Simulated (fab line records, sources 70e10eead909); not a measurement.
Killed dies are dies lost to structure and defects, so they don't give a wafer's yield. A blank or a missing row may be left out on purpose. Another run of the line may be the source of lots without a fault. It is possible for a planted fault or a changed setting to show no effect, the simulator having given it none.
Check of tool commonality + flow nand_harc + 12 lots and 36 wafers in the sample

== REASON IT WAS OPENED ==
On 2 of the 12 lots, a flag is raised at NHARC_P_M1_CD_MEAS_09 on the reading cd_nm. Wafers without a fault read 130.0 nm, standard deviation 0.63.
Rule: a lot gets a flag if all its wafers with a number sit over 4 standard deviations from that mean, or if no wafer of it has a number. All remaining lots are regarded as sound.

| lot  | measured     | on        | cd_nm (nm), wafer by wafer | flag    |
|------|--------------|-----------|----------------------------|---------|
| L957 | day 6 02:21  | cd_sem-02 | 129.0 129.6 128.2          |         |
| L960 | day 7 04:34  | cd_sem-02 | 129.2 129.8 130.2          |         |
| L963 | day 7 10:43  | cd_sem-02 | 130.4 130.0 129.3          |         |
| L965 | day 8 00:12  | cd_sem-02 | 129.2 130.2 129.7          |         |
| L966 | day 8 05:47  | cd_sem-02 | 130.3 129.7 129.5          |         |
| L971 | day 9 08:54  | cd_sem-03 | 129.3 130.0 129.9          |         |
| L968 | day 9 10:07  | cd_sem-03 | 130.6 130.3 129.3          |         |
| L975 | day 10 14:07 | cd_sem-03 | 135.3 136.3 135.5          | FLAGGED |
| L978 | day 10 22:39 | cd_sem-02 | 130.1 130.1 129.3          |         |
| L977 | day 10 23:13 | cd_sem-01 | 135.7 136.0 135.8          | FLAGGED |
| L979 | day 11 13:03 | cd_sem-03 | 131.1 131.0 130.7          |         |
| L980 | day 12 02:29 | cd_sem-02 | 130.5 129.7 129.6          |         |
Average over the flagged lots: 135.8 nm; offset from the usual +5.8 nm, equal to +9 standard deviations.

== LOT BY LOT: THE TOOL USED ==
The record holds 1 process step before the reading, out of a route of 1159 steps. Each cell gives the tool, then ch followed by the chambers the sampled wafers passed through, then the start.
| lot  | flag    | NHARC_P_M1_PEB_07                 |
|------|---------|-----------------------------------|
| L957 |         | litho_track-01 ch 0, day 6 02:16  |
| L960 |         | litho_track-01 ch 0, day 7 04:29  |
| L963 |         | litho_track-06 ch 0, day 7 10:37  |
| L965 |         | litho_track-06 ch 0, day 8 00:07  |
| L966 |         | litho_track-06 ch 0, day 8 05:42  |
| L971 |         | litho_track-06 ch 0, day 9 08:49  |
| L968 |         | litho_track-04 ch 0, day 9 10:02  |
| L975 | FLAGGED | litho_track-06 ch 0, day 10 14:02 |
| L978 |         | litho_track-04 ch 0, day 10 22:34 |
| L977 | FLAGGED | litho_track-06 ch 0, day 10 23:08 |
| L979 |         | litho_track-04 ch 0, day 11 12:58 |
| L980 |         | litho_track-04 ch 0, day 12 02:25 |
What these steps do:
- NHARC_P_M1_PEB_07: peb time 65 s.
- NHARC_P_M1_CD_MEAS_09: target cd 130 nm.

== FLAGGED OVER TOTAL, TOOL BY TOOL (the gauges that took the reading come last) ==
| step                  | tool           | lots run | flagged | share of the flagged lots | sound lots run after its first flagged lot |
|-----------------------|----------------|----------|---------|---------------------------|--------------------------------------------|
| NHARC_P_M1_PEB_07     | litho_track-01 | 2        | 0       | none                      | -                                          |
| NHARC_P_M1_PEB_07     | litho_track-04 | 4        | 0       | none                      | -                                          |
| NHARC_P_M1_PEB_07     | litho_track-06 | 6        | 2       | all                       | 0                                          |
| NHARC_P_M1_CD_MEAS_09 | cd_sem-01      | 1        | 1       | some                      | 0                                          |
| NHARC_P_M1_CD_MEAS_09 | cd_sem-02      | 7        | 0       | none                      | -                                          |
| NHARC_P_M1_CD_MEAS_09 | cd_sem-03      | 4        | 1       | some                      | 1 (L979)                                   |

== THE TABLE: WHAT IT ALLOWS ==
1 row of the table ran every flagged lot: litho_track-06 at NHARC_P_M1_PEB_07.
- litho_track-06 at NHARC_P_M1_PEB_07: 2 of its 6 lots flagged. A fault beginning between L971 (day 9 08:49), its last sound lot, and L975 (day 10 14:02), its first flagged one, fits the data. Its own readings (heater_power_total_W, plate_temp_C) fall more than 4 standard deviations out on all wafers of the flagged lots.
What remains is a single tool, litho_track-06 at NHARC_P_M1_PEB_07.

== WHAT WAS PUT IN BY THE SIMULATOR ==
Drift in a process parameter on litho_track-06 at NHARC_P_M1_PEB_07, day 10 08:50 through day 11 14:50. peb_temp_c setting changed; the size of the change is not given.
Lots struck among those shown: L975, L977. The rule above reached the same finding.
